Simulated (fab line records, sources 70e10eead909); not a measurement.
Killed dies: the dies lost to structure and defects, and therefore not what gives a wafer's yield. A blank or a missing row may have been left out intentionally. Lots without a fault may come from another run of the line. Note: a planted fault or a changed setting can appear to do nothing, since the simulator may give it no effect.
Chamber matching | flow nand harc | NHARC_A_WL_FILL_ALD_00 on ald hk-04 has 3 sister chambers
The step deposits Al2O3, target thk 3 nm, pulse time 3 s, ald cycles 30. 6 wafers are shown with their chamber, then 4 later ones without.

WAFERS, EACH WITH ITS CHAMBER
wafer  | chamber | heater power w (W) | precursor pulse height rel
L111.2 | 3       | 476                | 0.995
L114.4 | 3       | 473                | 1.020
L114.5 | 0       | 412                | 0.996
L114.6 | 1       | 509                | 1.015
L117.3 | 0       | 400                | 1.003
L117.4 | 1       | 502                | 1.005

WAFERS WITH NO CHAMBER GIVEN
wafer  | heater power w (W) | precursor pulse height rel
L117.5 | 399                | 0.992
L116.4 | 472                | 0.989
L116.5 | 464                | 1.012
L126.4 | 493                | 1.026

CHAMBER TAKEN BY EACH
wafer  | from the rows above     | in truth
L117.5 | 0                       | 0
L116.4 | 3                       | 3
L116.5 | 3                       | 3
L126.4 | can't be placed: 1 or 3 | 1
Correct placement for 3 of the 4. From these rows, 1 cannot be placed; in 1 the true chamber is one of the candidates. 0 placed wrongly.
How it was worked out, from the rows above alone: a wafer's distance from a chamber is the root of the sum, over the readings, of the square of ((its reading less the chamber's mean) divided by the reading's scatter). If the next closest chamber is less than 2 further off than the closest, the wafer can't be placed; otherwise it belongs to the closest. The mean given for a chamber averages the wafers shown for that chamber. The scatter is the square root of a quotient: the sum, over the shown wafers, of each reading's squared deviation from its chamber's mean, divided by wafers minus chambers.
